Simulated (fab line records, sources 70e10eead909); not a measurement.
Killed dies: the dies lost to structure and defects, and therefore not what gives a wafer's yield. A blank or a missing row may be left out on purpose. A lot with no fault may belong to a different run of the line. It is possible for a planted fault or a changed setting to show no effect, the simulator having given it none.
Comparing a struck lot with a sound one | flow nand_harc | 14 steps out of a route of 1159
Sound: wafers L694.1, L694.5, L694.6. The struck wafers were L699.3, L699.5, L699.6. The cause is given at the end.
At each step with rows: each side's tool, then ch and its chambers, then its first start. Under that, the readings that differ: sound wafers | struck wafers | difference of the means | sigmas: that difference in standard deviations of wafers without a fault.
alike: readings whose means differ by less than 2 such deviations, and words and numbers that are the same on both sides. not compared: withheld readings, readings that some wafer has no value for, bounds like >300 that may hide the same value, and numbers for which the record gives no deviation and whose values overlap.
The two part at a step that has a row with sigmas, a row that says differs or no value, or rows on one side only. Numbers that have no deviation but don't overlap get no sigmas and don't part them. A reading missing from all wafers of one side parts the sides only when that side holds two or more wafers.

first, 4 steps without rows for these wafers: NHARC_A_BONDPAD_EBR_05; NHARC_A_BONDPAD_EXPOSE_06 (exposes mask A BPAD); NHARC_A_BONDPAD_PEB_07 (peb time 80 s); NHARC_A_BONDPAD_DEVELOP_08 (time 50 s).
NHARC_A_BONDPAD_CD_MEAS_09 targets a cd of 500 nm.
  sound on cd_sem-03 ch 0, day 18 15:26; struck on cd_sem-02 ch 0, day 20 06:48
  alike: cd_nm
NHARC_A_BONDPAD_OVL_MEAS_35:
  sound on overlay-01, day 18 15:31; struck on overlay-02, day 20 06:53
  alike: overlay_x_nm, overlay_y_nm
then, 1 step without rows for these wafers: NHARC_A_BONDPAD_HARDBAKE_10 (time 65 s).
NHARC_A_BONDPAD_DESCUM_11: chemistry O2, time 3 s.
  sound on rie_diel-01 ch 0,1,3, day 18 15:40; struck on rie_diel-01 ch 0,1, day 20 07:00
  alike: chamber_pressure_mTorr, drypump_motor_current_A, mfc_ar_sccm, o2_flow_sccm, oes_product_au, rf_vpp_V, showerhead_plenum_p_Torr, throttle_valve_pct
  not compared: rf_hours_counter_h
NHARC_A_BONDPAD_ETCH_34: etches the open film in N2/H2, target depth 60 nm, overetch 18 nm, time 65.91 s.
  sound on rie_diel-01 ch 1,2, day 18 15:44; struck on rie_diel-01 ch 0,1, day 20 07:05
  alike: bias_w, chamber_pressure_mTorr, drypump_motor_current_A, mfc_ar_sccm, oes_product_au, rf_fwd_power_W, rf_vpp_V, showerhead_plenum_p_Torr, throttle_valve_pct
  not compared: rf_hours_counter_h
NHARC_A_BONDPAD_ETCH_12: etches the open film in CHF3/O2, target depth 220 nm, time 110 s.
  sound on rie_diel-01 ch 2,3; struck on rie_diel-01 ch 1,2,3
  reading               | sound             | struck            | difference | sigmas
  oes_product_au (a.u.) | 0.914 0.924 0.925 | 0.979 0.961 0.982 | +0.053     | +2
  alike: bias_w, chamber_pressure_mTorr, drypump_motor_current_A, mfc_ar_sccm, o2_flow_sccm, rf_fwd_power_W, rf_vpp_V, showerhead_plenum_p_Torr, throttle_valve_pct
  not compared: rf_hours_counter_h
NHARC_A_BONDPAD_CD_MEAS_13:
  sound on cd_sem-01, day 18 15:58; struck on cd_sem-01, day 20 07:19
  alike: cd_nm
NHARC_A_BONDPAD_STRIP_15: strips in O2.
  sound on rie_diel-01 ch 1,2, day 18 16:02; struck on rie_diel-01 ch 0,2,3, day 20 07:26
  alike: chamber_pressure_mTorr, drypump_motor_current_A, mfc_ar_sccm, o2_flow_sccm, oes_product_au, rf_vpp_V, showerhead_plenum_p_Torr, throttle_valve_pct
  not compared: rf_hours_counter_h
NHARC_A_BONDPAD_ETCH_24: etches the open film in CF4/N2, target depth 30 nm, time 72.99 s.
  sound on rie_diel-01 ch 0,3, day 18 16:11; struck on rie_diel-01 ch 0,3, day 20 07:33
  no value came back on the struck wafers for any of 11 readings (bias_w (W), cf4_flow_sccm (sccm) and others); on the sound wafers bias_w (W) reads 100.34 100.23 100.36
  not compared: rf_hours_counter_h
then, 1 step without rows for these wafers: NHARC_A_BONDPAD_STRIP_16 (strips in post etch residue remover, time 600 s).

== WHERE THEY PART ==
Last at NHARC_A_BONDPAD_ETCH_24 as far as this record goes, first at NHARC_A_BONDPAD_ETCH_12.

WHY: what the simulator had put in
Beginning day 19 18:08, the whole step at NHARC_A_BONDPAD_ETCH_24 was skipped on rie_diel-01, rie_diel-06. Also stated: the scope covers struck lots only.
